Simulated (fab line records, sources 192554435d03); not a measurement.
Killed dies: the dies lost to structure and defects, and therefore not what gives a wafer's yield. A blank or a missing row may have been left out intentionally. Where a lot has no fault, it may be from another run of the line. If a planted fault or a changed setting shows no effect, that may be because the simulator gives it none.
Matching of chambers | flow n5Finfet | N5_BEOL_M10_STRIP_19 on rieDiel-04 has 4 sister chambers
The step strips in O2. 16 wafers are shown with their chamber, then 8 later ones without.

WAFERS, EACH WITH ITS CHAMBER
wafer  | chamber | throttleValvePct (%) | drypumpMotorCurrentA (A) | showerheadPlenumPTorr (Torr)
L076.3 | 0       | 16.3                 | 6.1                      | 2.15
L076.4 | 3       | 16.3                 | 5.5                      | 2.16
L076.5 | 1       | 17.2                 | 6.2                      | 2.18
L079.1 | 0       | 16.3                 | 6.1                      | 2.15
L079.2 | 3       | 16.4                 | 5.5                      | 2.15
L079.3 | 1       | 17.2                 | 6.2                      | 2.17
L081.2 | 1       | 17.2                 | 6.2                      | 2.17
L081.3 | 2       | 16.9                 | 5.9                      | 2.08
L081.4 | 0       | 16.3                 | 6.1                      | 2.15
L082.3 | 2       | 16.9                 | 6.0                      | 2.08
L082.5 | 2       | 16.9                 | 6.0                      | 2.08
L082.6 | 1       | 17.2                 | 6.2                      | 2.17
L085.3 | 1       | 17.2                 | 6.2                      | 2.17
L085.4 | 1       | 17.2                 | 6.3                      | 2.17
L085.6 | 0       | 16.3                 | 6.1                      | 2.14
L087.1 | 1       | 17.2                 | 6.3                      | 2.16

SIGNATURES (averages over the wafers above)
reading               | chamber 0 | chamber 1 | chamber 2 | chamber 3 | scatter within a chamber
throttleValvePct      | 16.300    | 17.200    | 16.900    | 16.350    | 0.0204
drypumpMotorCurrentA  | 6.100     | 6.229     | 5.967     | 5.500     | 0.0418
showerheadPlenumPTorr | 2.1475    | 2.1700    | 2.0800    | 2.1550    | 0.0052
Rule: a wafer's distance from a chamber is the root of the sum, over the readings, of the square of ((its reading less the chamber's mean) divided by the reading's scatter). If the next closest chamber is less than 2 further off than the closest, the wafer can't be placed; otherwise it belongs to the closest. The scatter is the square root of a quotient: the sum, over the shown wafers, of each reading's squared deviation from its chamber's mean, divided by wafers minus chambers.

WAFERS WHOSE CHAMBER IS MISSING
wafer  | throttleValvePct (%) | drypumpMotorCurrentA (A) | showerheadPlenumPTorr (Torr)
L087.2 | 16.4                 | 5.5                      | 2.15
L087.5 | 17.2                 | 6.2                      | 2.16
L096.1 | 16.5                 | 5.9                      | 2.07
L096.2 | 16.4                 | 5.5                      | 2.14
L096.4 | 16.8                 | 6.2                      | 2.16
L097.1 | 16.5                 | 5.5                      | 2.14
L097.2 | 16.3                 | 6.1                      | 2.13
L097.4 | 16.8                 | 6.2                      | 2.16

CHAMBER TAKEN BY EACH
wafer  | from the rows above          | in truth
L087.2 | 3                            | 3
L087.5 | 1                            | 1
L096.1 | can't be placed: 0 or 2 or 3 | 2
L096.2 | 3                            | 3
L096.4 | 2                            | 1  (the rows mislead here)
L097.1 | 3                            | 3
L097.2 | 0                            | 0
L097.4 | 2                            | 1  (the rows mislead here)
Correctly placed: 5 of 8. Unplaceable from these rows: 1, with the true chamber sitting among the candidates in 1. Wrongly placed: 2.
